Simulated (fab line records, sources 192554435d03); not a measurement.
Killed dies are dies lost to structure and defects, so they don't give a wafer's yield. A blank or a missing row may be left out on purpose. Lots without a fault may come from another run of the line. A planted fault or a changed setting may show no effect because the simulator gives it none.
Split-lot experiment | flow n5_finfet | 7 lots, 21 wafers read, on a route of 1938 steps

THE SPLIT
At N5_BEOL_M2_DESCUM_33 (chemistry O2, time 7 s), the setting time_s was moved away from the recipe's 7 s on 8 of the 21 wafers read, by -21.9% to +13.2%. The other wafers ran this setting at the recipe's value.

FROM THE SPLIT TO THE READING: what the file shows between them, 3 steps
- N5_BEOL_M2_ETCH_77: etches underlayer in N2/H2, target depth 6.5 nm, time 5.2 s
- N5_BEOL_M2_ETCH_69: etches SiARC in CF4, target depth 15.6 nm, time 26 s
- N5_BEOL_M2_ALD_98: deposits SiO2, target thk 2.5 nm, pulse time 1 s, co reactant pulse time 1 s

THE READING
CAR-EUV_of_BEOL_M2_COAT_22.thk_nm (the simulator's own value, which no gauge read), in nm, at N5_BEOL_M2_ETCHBACK_99 (etches SiO2 in CHF3, target depth 5 nm, time 10.4 s). The file gives no usual value for it. The 13 wafers here that ran the recipe average 10.5 nm, standard deviation 0.13 nm.

wafer  | tool, chamber at the split | time_s as run, s | against the recipe | CAR-EUV_of_BEOL_M2_COAT_22.thk_nm, nm | against lot-mates on the recipe
L075.3 | rie_diel-04, 0,3           | 5.648            | -19.3%             | 11.2                                  | +0.6
L075.4 | rie_diel-04, 0,3           | 5.648            | -19.3%             | 11.2                                  | +0.6
L075.6 | rie_diel-04, 0             | 7                | recipe             | 10.6                                  | -
L078.3 | rie_diel-04, 2             | 7.925            | +13.2%             | 10                                    | -0.6
L078.4 | rie_diel-04, 1             | 7.925            | +13.2%             | 10                                    | -0.6
L078.6 | rie_diel-04, 1             | 7                | recipe             | 10.6                                  | -
L080.1 | rie_diel-04, 0,3           | 5.892            | -15.8%             | 11                                    | +0.6
L080.2 | rie_diel-04, 0,3           | 5.892            | -15.8%             | 11                                    | +0.6
L080.4 | rie_diel-04, 3             | 7                | recipe             | 10.4                                  | -
L079.3 | rie_diel-04, 3,2,0         | 7                | recipe             | 10.6                                  | -
L079.4 | rie_diel-04, 3,2,0         | 7                | recipe             | 10.6                                  | -
L079.6 | rie_diel-04, 3,2,0         | 7                | recipe             | 10.4                                  | -
L086.2 | rie_diel-05, 3,1,1         | 7                | recipe             | 10.6                                  | -
L086.3 | rie_diel-05, 3,1,1         | 7                | recipe             | 10.6                                  | -
L086.5 | rie_diel-05, 3,1,1         | 7                | recipe             | 10.6                                  | -
L090.1 | rie_diel-02, 2             | 5.467            | -21.9%             | 11                                    | +0.6
L090.4 | rie_diel-02, 1             | 5.467            | -21.9%             | 11.2                                  | +0.8
L090.6 | rie_diel-02, 0             | 7                | recipe             | 10.4                                  | -
L093.1 | rie_diel-04, 1             | 7                | recipe             | 10.2                                  | -
L093.2 | rie_diel-04, 3             | 7                | recipe             | 10.4                                  | -
L093.6 | rie_diel-04, 1             | 7                | recipe             | 10.4                                  | -
Where a row lists several chambers, the file gives one row for several wafers and doesn't say which wafer went through which chamber.

THE FIT
A straight line over all 21 wafers: CAR-EUV_of_BEOL_M2_COAT_22.thk_nm changes by -0.0328 nm for each +1% of time_s; r = -0.95; the points scatter about the line by 0.12 nm.
The same after taking each lot's own level away (the mean of its wafers on the recipe; 21 wafers): -0.0355 nm for each +1%; r = -0.98; scatter 0.081 nm.
On that fit, the largest move of time_s shifts the reading by 0.78 nm.
The lots' own levels span 10.33 to 10.60 nm, that is 2.1 times the standard deviation above.
So the lot-to-lot level changes the slope little: the two slopes agree.
Check: with one of the wafers moved furthest among these (-21.9%) left out of the fit, the line predicts +0.79 nm for it against its lot-mates. It came out at +0.6 nm against them.

OTHER SPLITS ON THESE WAFERS
These wafers also went through other splits before the reading. Each is held against what the fit with the lots' levels taken away leaves over:
other split on the same wafers   | wafers away from the commonest value | r with CAR-EUV_of_BEOL_M2_COAT_22.thk_nm (lot level and that fit taken away)
N5_BEOL_M1_COAT_76 spin_rpm      | 5                                    | +0.36
N5_BEOL_M1_TRENCH_ETCH_37 time_s | 8                                    | -0.28
N5_BEOL_M2_COAT_67 spin_rpm      | 8                                    | -0.14

THE WHOLE CHAIN: every reading that the file lists as answering this split, in the file's order
step                   | what it does                                                | reading                                                                            | change (the file's fit)                | r (the file's)
N5_BEOL_M2_DESCUM_33   | chemistry O2, time 7 s                                      | CAR-EUV_of_BEOL_M2_COAT_22.thk_nm (the simulator's own value, which no gauge read) | -0.0367 nm for each +1% of the setting | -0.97
N5_BEOL_M2_ETCH_77     | etches underlayer in N2/H2, target depth 6.5 nm, time 5.2 s | CAR-EUV_of_BEOL_M2_COAT_22.thk_nm (the simulator's own value, which no gauge read) | -0.0357 nm for each +1% of the setting | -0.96
N5_BEOL_M2_ETCHBACK_99 | etches SiO2 in CHF3, target depth 5 nm, time 10.4 s         | CAR-EUV_of_BEOL_M2_COAT_22.thk_nm (the simulator's own value, which no gauge read) | -0.0347 nm for each +1% of the setting | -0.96

THE FILE'S OWN FIT
CAR-EUV_of_BEOL_M2_COAT_22.thk_nm changes by -0.0347 nm for each +1% of time_s, r = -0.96.
